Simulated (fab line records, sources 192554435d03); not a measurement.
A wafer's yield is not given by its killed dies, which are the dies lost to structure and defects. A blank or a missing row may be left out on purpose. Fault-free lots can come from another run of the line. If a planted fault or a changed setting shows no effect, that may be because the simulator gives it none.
fab line records + flow n5_finfet
record
- lots=12
- wafers=36
- last_day=17
route steps=1938 shown BEOL_M6@1194 PASSIVATION@1936
lots that met no fault: taken from a fault-free run of the same line
start_h: the number of hours between the record's first day and the start of the first shown wafer of the lot + wait_h: hours since the lot's step before + " as in the row above + L1.1+2: a single row standing in for several wafers + - no value present, or no start provided + * or withheld: withheld + < > ~ a bound
route shown NAME@n: names a module that has steps shown in the file, with the first one's number in the route + usual: average and standard deviation across the fault-free wafers + same: alike in all rows + chamber/n: place in a boat + sites: each site's reading + _std_site: the standard deviation of these + _edge_site: the outer-site mean with the inner-site mean subtracted + radius_mm: how far each site lies from the wafer's centre + mask NAME#n: copy n + behind: the most recent tool/chamber to have shaped the wafer + hold: why the lot was held/for how many hours/how that ended + device: whichever transistor did not switch (one of n, p or np) + end of line: tests of these same wafers at the route's end + where a step has no rows: the recipe by itself + killed: dies lost to structure and defects at the first sort, not the wafer's yield + map: a wafer's dies, marking killed ones x, the rest . and places with no die _
set.NAME: the setting the step ran with; set.NAME@STEP: the setting that earlier step ran with + model.NAME: the simulator's own value behind a step, which no gauge read
one table for each step of the route and one row for each wafer, over a sample of lots
services: a tool's chamber out of use, with start hour (start_h, from the record's first day; less than 0 if before it), hours out, and reason
## steps
# step N5_BEOL_M6_ILD_DEP_00
# recipe
- material=SiCOH_lowk
- target_thk_a=1797.5
- temp_c=300
- precursor=DEMS/porogen
- pressure_torr=5
- rf_w=500
- time_s=33.4
# usual
- heater_power_outer_w=133/20
- heater_power_w=303/33
- showerhead_plenum_p_Torr=5.745/0.018
- showerhead_vpp_V=1386/55
- throttle_valve_pct=13.8/0.5
| lot.wafer | tool     | chamber | start_h | wait_h | heater_power_outer_w | heater_power_w | showerhead_plenum_p_Torr | showerhead_vpp_V | since_wet_clean_h | throttle_valve_pct |
|-----------|----------|---------|---------|--------|----------------------|----------------|--------------------------|------------------|-------------------|--------------------|
| L949.3    | pecvd-01 | 2       | 175.08  | 0.0    | 118                  | 295            | 5.753                    | 1443             | 2148              | 14.9               |
| L949.4    | "        | 0       | "       | "      | 131                  | 304            | 5.724                    | 1413             | -                 | 13.8               |
| L949.6    | "        | 1       | "       | "      | 135                  | 315            | 5.743                    | 1349             | -                 | 14.7               |
| L950.1    | pecvd-01 | 2       | 191.86  | 0.0    | 139                  | 319            | 5.764                    | 1444             | 2164              | 15.2               |
| L950.3    | "        | 1       | "       | "      | 162                  | 357            | 5.754                    | 1362             | 1439              | 14.5               |
| L950.5    | "        | 0       | "       | "      | 107                  | 275            | 5.729                    | 1395             | -                 | 13.5               |
| L951.1    | pecvd-02 | 1       | 194.77  | 0.0    | 106                  | 259            | 5.723                    | 1264             | 1805              | 13.8               |
| L951.2    | "        | 0       | "       | "      | 93                   | 224            | 5.723                    | 1430             | 1080              | 13.2               |
| L951.3    | "        | 2       | "       | "      | 168                  | 301            | 5.744                    | 1326             | 326               | 12.9               |
| L952.1    | pecvd-01 | 1       | 206.49  | 0.0    | 152                  | 340            | 5.743                    | 1358             | 1454              | 14.6               |
| L952.5    | "        | 0       | "       | "      | 155                  | 338            | 5.739                    | 1406             | -                 | 13.6               |
| L952.6    | "        | 1       | "       | "      | 154                  | 345            | 5.743                    | 1357             | -                 | 14.4               |
| L954.3    | pecvd-01 | 1       | 216.10  | 0.1    | 162                  | 360            | 5.740                    | 1386             | -                 | 14.2               |
| L954.4    | "        | 0       | "       | "      | 157                  | 343            | 5.747                    | 1425             | -                 | 13.9               |
| L954.6    | "        | 0       | "       | "      | 156                  | 343            | 5.737                    | 1403             | -                 | 13.8               |
| L955.3    | pecvd-01 | 1       | 222.44  | 0.1    | 160                  | 353            | 5.754                    | 1371             | -                 | 14.4               |
| L955.4    | "        | 0       | "       | "      | 126                  | 286            | 5.721                    | 1400             | -                 | 13.6               |
| L955.5    | "        | 1       | "       | "      | 162                  | 342            | 5.750                    | 1354             | -                 | 14.4               |
| L959.1    | pecvd-03 | 2       | 244.95  | 0.0    | 117                  | 308            | 5.772                    | 1404             | 195               | 13.5               |
| L959.3    | "        | 1       | "       | "      | 130                  | 307            | 5.735                    | 1347             | 1674              | 14.1               |
| L959.4    | "        | 0       | "       | "      | 128                  | 299            | 5.789                    | 1309             | -                 | 13.6               |
| L960.2    | pecvd-03 | 2       | 253.11  | 0.0    | 131                  | 317            | 5.762                    | 1393             | 203               | 13.6               |
| L960.4    | "        | 2       | "       | "      | 137                  | 331            | 5.757                    | 1392             | -                 | 13.5               |
| L960.5    | "        | 0       | "       | "      | 101                  | 249            | 5.789                    | 1332             | -                 | 13.3               |
| L961.1    | pecvd-01 | 0       | 274.36  | 0.0    | 154                  | 338            | 5.728                    | 1395             | 797               | 13.5               |
| L961.4    | "        | 1       | "       | "      | 146                  | 332            | 5.735                    | 1354             | -                 | 14.5               |
| L961.5    | "        | 0       | "       | "      | 159                  | 338            | 5.735                    | 1417             | -                 | 13.9               |
| L965.2    | pecvd-01 | 2       | 285.75  | 0.0    | 131                  | 309            | 5.763                    | 1442             | 54                | 13.6               |
| L965.5    | "        | 0       | "       | "      | 160                  | 341            | 5.740                    | 1428             | -                 | 13.6               |
| L965.6    | "        | 2       | "       | "      | 138                  | 314            | 5.748                    | 1465             | -                 | 13.9               |
| L967.1    | pecvd-01 | 0       | 298.20  | 0.0    | 109                  | 283            | 5.717                    | 1427             | 821               | 13.6               |
| L967.2    | "        | 1       | "       | "      | 157                  | 334            | 5.743                    | 1338             | 1546              | 14.3               |
| L967.6    | "        | 2       | "       | "      | 114                  | 281            | 5.757                    | 1440             | -                 | 13.5               |
| L970.3    | pecvd-02 | 1       | 317.79  | 0.0    | 102                  | 251            | 5.733                    | 1253             | 1928              | 13.8               |
| L970.4    | "        | 0       | "       | "      | 119                  | 257            | 5.723                    | 1447             | -                 | 13.3               |
| L970.6    | "        | 1       | "       | "      | 105                  | 262            | 5.697                    | 1291             | -                 | 13.9               |
# step N5_BEOL_M6_COAT_22
# recipe
- resist=CAR-EUV
- spin_rpm=1500
- resist_thk_nm=30
# usual
- spin_speed_rpm=1499.8/1.1
| lot.wafer | tool           | chamber | start_h | wait_h | spin_speed_rpm |
|-----------|----------------|---------|---------|--------|----------------|
| L949.3    | litho_track-03 | 0       | 180.89  | -      | 1499.9         |
| L949.4    | "              | 0       | "       | "      | 1498.6         |
| L949.6    | "              | 0       | "       | "      | 1499.5         |
| L950.1    | litho_track-01 | 0       | 196.89  | -      | 1500.8         |
| L950.3    | "              | 0       | "       | "      | 1500.0         |
| L950.5    | "              | 0       | "       | "      | 1498.8         |
| L951.1    | litho_track-05 | 0       | 197.71  | -      | 1500.2         |
| L951.2    | "              | 0       | "       | "      | 1498.3         |
| L951.3    | "              | 0       | "       | "      | 1499.9         |
| L952.1    | litho_track-03 | 0       | 208.98  | -      | 1500.0         |
| L952.5    | "              | 0       | "       | "      | 1500.5         |
| L952.6    | "              | 0       | "       | "      | 1498.9         |
| L954.3    | litho_track-05 | 0       | 219.91  | -      | 1499.5         |
| L954.4    | "              | 0       | "       | "      | 1498.8         |
| L954.6    | "              | 0       | "       | "      | 1501.1         |
| L955.3    | litho_track-01 | 0       | 224.85  | -      | 1498.8         |
| L955.4    | "              | 0       | "       | "      | 1499.3         |
| L955.5    | "              | 0       | "       | "      | 1498.9         |
| L959.1    | litho_track-03 | 0       | 248.38  | -      | 1499.4         |
| L959.3    | "              | 0       | "       | "      | 1499.0         |
| L959.4    | "              | 0       | "       | "      | 1499.6         |
| L960.2    | litho_track-05 | 0       | 257.52  | -      | 1440.6         |
| L960.4    | "              | 0       | "       | "      | 1440.7         |
| L960.5    | "              | 0       | "       | "      | 1438.2         |
| L961.1    | litho_track-05 | 0       | 279.76  | -      | 1440.4         |
| L961.4    | "              | 0       | "       | "      | 1439.8         |
| L961.5    | "              | 0       | "       | "      | 1441.2         |
| L965.2    | litho_track-03 | 0       | 290.16  | -      | 1500.6         |
| L965.5    | "              | 0       | "       | "      | 1499.1         |
| L965.6    | "              | 0       | "       | "      | 1500.3         |
| L967.1    | litho_track-01 | 0       | 301.18  | -      | 1499.0         |
| L967.2    | "              | 0       | "       | "      | 1499.9         |
| L967.6    | "              | 0       | "       | "      | 1500.9         |
| L970.3    | litho_track-03 | 0       | 322.39  | -      | 1499.9         |
| L970.4    | "              | 0       | "       | "      | 1501.0         |
| L970.6    | "              | 0       | "       | "      | 1501.8         |
# step N5_BEOL_M6_OVL_MEAS_29
# recipe
- points_per_wafer=522
# usual
- V5_OVL=0.0/0.7
| lot.wafer | tool       | chamber | start_h | wait_h | V5_OVL[nm] |
|-----------|------------|---------|---------|--------|------------|
| L949.3    | overlay-02 | 0       | 181.19  | 0.0    | -0.8       |
| L949.4    | "          | 0       | "       | "      | -0.8       |
| L949.6    | "          | 0       | "       | "      | -0.1       |
| L950.1    | overlay-01 | 0       | 197.35  | 0.0    | 0.1        |
| L950.3    | "          | 0       | "       | "      | 0.4        |
| L950.5    | "          | 0       | "       | "      | 0.5        |
| L951.1    | overlay-01 | 0       | 198.00  | 0.0    | 1.1        |
| L951.2    | "          | 0       | "       | "      | 0.9        |
| L951.3    | "          | 0       | "       | "      | 0.9        |
| L952.1    | overlay-02 | 0       | 209.40  | 0.0    | -0.1       |
| L952.5    | "          | 0       | "       | "      | 0.2        |
| L952.6    | "          | 0       | "       | "      | 0.1        |
| L954.3    | overlay-02 | 0       | 220.34  | 0.0    | 0.3        |
| L954.4    | "          | 0       | "       | "      | 0.1        |
| L954.6    | "          | 0       | "       | "      | 0.2        |
| L955.3    | overlay-02 | 0       | 225.16  | 0.0    | -0.1       |
| L955.4    | "          | 0       | "       | "      | 0.3        |
| L955.5    | "          | 0       | "       | "      | -0.9       |
| L959.1    | overlay-01 | 0       | 248.82  | 0.0    | -0.3       |
| L959.3    | "          | 0       | "       | "      | -0.6       |
| L959.4    | "          | 0       | "       | "      | 0.1        |
| L960.2    | overlay-02 | 0       | 257.86  | 0.0    | 0.7        |
| L960.4    | "          | 0       | "       | "      | -0.1       |
| L960.5    | "          | 0       | "       | "      | -0.1       |
| L961.1    | overlay-01 | 0       | 280.06  | 0.0    | -0.2       |
| L961.4    | "          | 0       | "       | "      | -1.3       |
| L961.5    | "          | 0       | "       | "      | -0.4       |
| L965.2    | overlay-01 | 0       | 290.46  | 0.0    | -0.7       |
| L965.5    | "          | 0       | "       | "      | 0.2        |
| L965.6    | "          | 0       | "       | "      | 0.3        |
| L967.1    | overlay-01 | 0       | 301.47  | 0.0    | 0.1        |
| L967.2    | "          | 0       | "       | "      | 0.5        |
| L967.6    | "          | 0       | "       | "      | 2.0        |
| L970.3    | overlay-01 | 0       | 322.70  | 0.0    | -0.5       |
| L970.4    | "          | 0       | "       | "      | -0.5       |
| L970.6    | "          | 0       | "       | "      | -0.5       |
# step N5_BEOL_M6_INSPECT_30
# recipe
- mode=adi
- inspect_instrument=brightfield
# usual
- raw_defect_count=392/78
| lot.wafer | tool              | chamber | start_h | wait_h | raw_defect_count |
|-----------|-------------------|---------|---------|--------|------------------|
| L949.3    | defect_inspect-02 | -       | 181.24  | 0.0    | 417              |
| L949.4    | "                 | -       | "       | "      | 453              |
| L949.6    | "                 | -       | "       | "      | 498              |
| L950.1    | defect_inspect-02 | -       | 197.41  | 0.1    | 394              |
| L950.3    | "                 | -       | "       | "      | 381              |
| L950.5    | "                 | -       | "       | "      | 541              |
| L951.1    | defect_inspect-01 | -       | 198.06  | 0.1    | 429              |
| L951.2    | "                 | -       | "       | "      | 516              |
| L951.3    | "                 | -       | "       | "      | 394              |
| L952.1    | defect_inspect-01 | -       | 209.46  | 0.1    | 376              |
| L952.5    | "                 | -       | "       | "      | 461              |
| L952.6    | "                 | -       | "       | "      | 314              |
| L954.3    | defect_inspect-01 | -       | 220.39  | 0.0    | 479              |
| L954.4    | "                 | -       | "       | "      | 376              |
| L954.6    | "                 | -       | "       | "      | 391              |
| L955.3    | defect_inspect-02 | -       | 225.21  | 0.0    | 386              |
| L955.4    | "                 | -       | "       | "      | 391              |
| L955.5    | "                 | -       | "       | "      | 403              |
| L959.1    | defect_inspect-02 | -       | 248.88  | 0.1    | 427              |
| L959.3    | "                 | -       | "       | "      | 510              |
| L959.4    | "                 | -       | "       | "      | 465              |
| L960.2    | defect_inspect-01 | -       | 257.91  | 0.0    | 339              |
| L960.4    | "                 | -       | "       | "      | 390              |
| L960.5    | "                 | -       | "       | "      | 530              |
| L961.1    | defect_inspect-01 | -       | 280.11  | 0.1    | 355              |
| L961.4    | "                 | -       | "       | "      | 394              |
| L961.5    | "                 | -       | "       | "      | 359              |
| L965.2    | defect_inspect-01 | -       | 290.52  | 0.0    | 400              |
| L965.5    | "                 | -       | "       | "      | 413              |
| L965.6    | "                 | -       | "       | "      | 393              |
| L967.1    | defect_inspect-02 | -       | 301.53  | 0.1    | 459              |
| L967.2    | "                 | -       | "       | "      | 344              |
| L967.6    | "                 | -       | "       | "      | 439              |
| L970.3    | defect_inspect-01 | -       | 322.74  | 0.0    | 272              |
| L970.4    | "                 | -       | "       | "      | 327              |
| L970.6    | "                 | -       | "       | "      | 296              |
# step N5_PASSIVATION_PROBE_49
# usual
- defect_limited_yield=91.2/1.6
- killed_at_M0_to_M3=34/11
- killed_at_M4_up=14/5.7
- killed_at_contacts=14/6.6
- killed_at_front_end=37/10
- killed_at_other=4/3.2
- killed_dies=104/19
- killed_open=69/13
- killed_short=33/8.7
- sort_bin_5_function=5.1/1
- sort_bin_6_memory=3.3/0.76
- sort_bin_8_speed=0.00/0.016
- sort_n_pass=1076/19
- sort_yield_pct=91.2/1.6
# same
- gross_dies=1180
- killed_at_back_side=0
- sort_bin_4_leakage[%]=0
| lot.wafer | tool      | chamber | start_h | wait_h | defect_limited_yield[%] | killed_at_M0_to_M3 | killed_at_M4_up | killed_at_contacts | killed_at_front_end | killed_at_other | killed_dies | killed_open | killed_short | sort_bin_5_function[%] | sort_bin_6_memory[%] | sort_bin_8_speed[%] | sort_n_pass | sort_yield_pct[%] |
|-----------|-----------|---------|---------|--------|-------------------------|--------------------|-----------------|--------------------|---------------------|-----------------|-------------|-------------|--------------|------------------------|----------------------|---------------------|-------------|-------------------|
| L950.1    | prober-01 | -       | 275.80  | 0.1    | 93.1                    | 36                 | 11              | 6                  | 21                  | 7               | 81          | 55          | 25           | 3.2                    | 3.6                  | 0                   | 1099        | 93.1              |
| L950.3    | prober-01 | -       | 275.90  | 0.2    | 93.7                    | 24                 | 10              | 10                 | 27                  | 3               | 74          | 44          | 30           | 4.2                    | 1.9                  | 0                   | 1106        | 93.7              |
| L950.5    | prober-01 | -       | 276.00  | 0.3    | 94.4                    | 19                 | 10              | 11                 | 23                  | 3               | 66          | 41          | 23           | 4.0                    | 1.4                  | 0                   | 1114        | 94.4              |
| L959.1    | prober-01 | -       | 331.48  | 0.0    | 94.0                    | 27                 | 9               | 13                 | 17                  | 5               | 71          | 48          | 21           | 3.1                    | 2.7                  | 0                   | 1109        | 94.0              |
| L959.3    | prober-01 | -       | 331.58  | 0.1    | 90.8                    | 36                 | 26              | 13                 | 30                  | 4               | 109         | 80          | 26           | 5.4                    | 3.5                  | 0                   | 1071        | 90.8              |
| L959.4    | prober-01 | -       | 331.63  | 0.2    | 90.8                    | 35                 | 21              | 22                 | 25                  | 6               | 109         | 75          | 31           | 5.5                    | 3.5                  | 0                   | 1071        | 90.8              |
| L960.2    | prober-02 | -       | 343.87  | 0.1    | 91.4                    | 37                 | 17              | 8                  | 39                  | 1               | 102         | 72          | 28           | 6.0                    | 2.5                  | 0                   | 1078        | 91.4              |
| L960.4    | prober-02 | -       | 343.97  | 0.2    | 92.8                    | 34                 | 17              | 5                  | 26                  | 3               | 85          | 63          | 19           | 4.2                    | 3.0                  | 0                   | 1095        | 92.8              |
| L960.5    | prober-02 | -       | 344.02  | 0.2    | 91.4                    | 23                 | 11              | 16                 | 48                  | 3               | 101         | 65          | 24           | 4.7                    | 2.7                  | 0                   | 1079        | 91.4              |
| L961.1    | prober-02 | -       | 360.52  | 0.0    | 90.7                    | 42                 | 10              | 9                  | 48                  | 1               | 110         | 66          | 29           | 5.4                    | 3.4                  | 0                   | 1070        | 90.7              |
| L961.4    | prober-02 | -       | 360.67  | 0.2    | 88.1                    | 38                 | 21              | 21                 | 52                  | 8               | 140         | 85          | 44           | 6.8                    | 4.6                  | 0                   | 1040        | 88.1              |
| L961.5    | prober-02 | -       | 360.72  | 0.2    | 89.7                    | 31                 | 21              | 21                 | 42                  | 7               | 122         | 76          | 36           | 6.9                    | 3.1                  | 0                   | 1058        | 89.7              |
# killed by level:class
L950.1 BEOL_M1:geometric_particle:open=10 STI_FIN_REVEAL:geometric_particle:open=8 BEOL_M0_SAQP:geometric_particle:open=7 BEOL_M0_SAQP:geometric_particle:short=5 BEOL_M1:geometric_particle:short=5 MOL_CONTACT_COAG:geometric_particle:open=4 BEOL_M3:geometric_particle:open=4 BEOL_M4:geometric_particle:open=4
L950.3 MOL_CONTACT_COAG:geometric_particle:open=9 STI_FIN_REVEAL:geometric_particle:open=6 BEOL_M4:geometric_particle:open=5 BEOL_M0_SAQP:geometric_particle:short=4 BEOL_M0_SAQP:geometric_particle:open=4 BEOL_M0:geometric_particle:short=4 BEOL_M1:geometric_particle:short=4 STARTING-WAFER:geometric_particle:open=4
L950.5 MOL_CONTACT_COAG:geometric_particle:open=8 GATE_CUT:geometric_particle:short=7 BEOL_M3:geometric_particle:open=6 BEOL_M0_SAQP:geometric_particle:open=4 ILD0:geometric_particle:short=3 MOL_CONTACT_COAG:geometric_particle:short=3 BEOL_M1:geometric_particle:open=3 BEOL_M5:geometric_particle:open=3
L959.1 MOL_CONTACT_COAG:geometric_particle:open=10 BEOL_M1:geometric_particle:open=7 GATE_CUT:geometric_particle:short=6 BEOL_M0:geometric_particle:open=4 BEOL_M2:geometric_particle:open=4 BEOL_M3:geometric_particle:open=4 STI_FIN_REVEAL:geometric_particle:open=3 DUMMY_GATE:geometric_particle:open=2
L959.3 BEOL_M4:geometric_particle:open=14 MOL_CONTACT_COAG:geometric_particle:open=11 DUMMY_GATE:geometric_particle:open=8 BEOL_M0_SAQP:geometric_particle:short=8 BEOL_M0_SAQP:geometric_particle:open=7 BEOL_M2:geometric_particle:open=6 STI_FIN_REVEAL:geometric_particle:open=5 BEOL_M3:geometric_particle:open=5
L959.4 MOL_CONTACT_COAG:geometric_particle:open=14 BEOL_M4:geometric_particle:open=10 BEOL_M1:geometric_particle:open=9 BEOL_M0_SAQP:geometric_particle:short=8 FIN_SAQP:geometric_particle:open=7 MOL_CONTACT_COAG:geometric_particle:short=6 BEOL_M0_SAQP:geometric_particle:open=5 BEOL_M5:geometric_particle:open=4
L960.2 BEOL_M0_SAQP:geometric_particle:open=12 FIN_SAQP:geometric_particle:open=7 BEOL_M2:geometric_particle:open=7 ILD0:geometric_particle:open=6 MOL_CONTACT_COAG:geometric_particle:open=6 DUMMY_GATE:geometric_particle:open=5 FIN_SAQP:geometric_particle:short=4 BEOL_M0_SAQP:geometric_particle:short=4
L960.4 BEOL_M2:geometric_particle:open=13 BEOL_M4:geometric_particle:open=9 BEOL_M1:geometric_particle:open=7 DUMMY_GATE:geometric_particle:open=6 FIN_SAQP:geometric_particle:short=5 FIN_SAQP:geometric_particle:open=4 MOL_CONTACT_COAG:geometric_particle:open=4 BEOL_M3:geometric_particle:open=4
L960.5 MOL_CONTACT_COAG:geometric_particle:open=13 DUMMY_GATE:geometric_particle:open=12 HKMG_FIN:area_etch=11 STI_FIN_REVEAL:geometric_particle:open=8 BEOL_M2:geometric_particle:open=8 BEOL_M1:geometric_particle:open=6 BEOL_M0_SAQP:geometric_particle:short=5 ILD0:geometric_particle:open=4
L961.1 BEOL_M0_SAQP:area_expose=14 STI_FIN_REVEAL:geometric_particle:open=12 FIN_SAQP:geometric_particle:short=9 MOL_CONTACT_COAG:geometric_particle:open=8 BEOL_M2:geometric_particle:open=8 STARTING-WAFER:geometric_particle:open=7 BEOL_M0_SAQP:geometric_particle:short=6 FIN_SAQP:geometric_particle:open=5
L961.4 STI_FIN_REVEAL:geometric_particle:open=15 MOL_CONTACT_COAG:geometric_particle:open=14 BEOL_M0_SAQP:geometric_particle:open=13 BEOL_M0_SAQP:area_expose=10 GATE_CUT:geometric_particle:short=7 MOL_CONTACT_COAG:geometric_particle:short=7 BEOL_M4:geometric_particle:open=7 GATE_CUT:geometric_particle:open=6
L961.5 MOL_CONTACT_COAG:geometric_particle:open=17 GATE_CUT:geometric_particle:short=11 STI_FIN_REVEAL:geometric_particle:open=10 BEOL_M0_SAQP:area_expose=10 BEOL_M2:geometric_particle:open=6 MOL_CONTACT_COAG:geometric_particle:short=4 GATE_CUT:geometric_particle:open=4 BEOL_M7:geometric_particle:open=4
## services
| tool           | chamber | start_h | hours | kind                          |
|----------------|---------|---------|-------|-------------------------------|
| pecvd-01       | -       | 152.21  | 1.7   | repair                        |
| pecvd-03       | 1       | 157.84  | 3.6   | repair                        |
| pecvd-02       | 0       | 158.88  | -     | calibration                   |
| pecvd-01       | 2       | 202.38  | -     | clean                         |
| pecvd-01       | 2       | 202.38  | -     | consumable_replace:showerhead |
| pecvd-01       | 2       | 202.38  | 29.0  | scheduled_down                |
| pecvd-01       | 2       | 202.38  | 29.0  | vent_cycle                    |
| pecvd-02       | 0       | 206.64  | 4.7   | repair                        |
| litho_track-01 | -       | 218.22  | -     | consumable_replace:filter     |
| pecvd-03       | -       | 238.67  | 4.3   | pm                            |
| pecvd-01       | -       | 241.79  | 14.6  | pm                            |
| pecvd-02       | 1       | 248.81  | 16.5  | scheduled_down                |
| pecvd-01       | 1       | 279.98  | 6.5   | repair                        |
| pecvd-01       | 0       | 287.45  | 3.9   | repair                        |
| pecvd-02       | -       | 290.07  | 1.3   | repair                        |
| pecvd-03       | 0       | 294.01  | -     | calibration                   |
| pecvd-03       | 1       | 298.20  | 5.5   | scheduled_down                |
## key
first_sign
- step=N5_BEOL_M6_COAT_22
- reading=spin_speed_rpm
- direction=down
- sigmas=56
- usual=*
- struck=*
effect none on later readings
met_at N5_BEOL_M6_COAT_22
struck_lots L960,L961
baseline_loss
- step=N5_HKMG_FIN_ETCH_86
- wafers=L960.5
not_acting_at N5_BEOL_M6_ILD_DEP_00,N5_BEOL_M6_OVL_MEAS_29,N5_BEOL_M6_INSPECT_30
onset_between 219.91 257.52
earlier_fault
- kind=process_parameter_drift
- tool=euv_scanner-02
- chamber=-
- onset_h=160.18
- steps=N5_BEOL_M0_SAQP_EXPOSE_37
- channel=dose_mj
- offset=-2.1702
- shape=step
- acts_in=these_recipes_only
- stated=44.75
fault
- kind=process_parameter_drift
- tool=litho_track-05
- chamber=-
- onset_h=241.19
- steps=N5_BEOL_M6_COAT_22
- channel=spin_rpm
- offset=*
- shape=step
- acts_in=*
- stated=*
# baseline_loss: these wafers lose ten dies or more at that step, a loss of the line's own and not of a fault; the sort's usual values leave them out
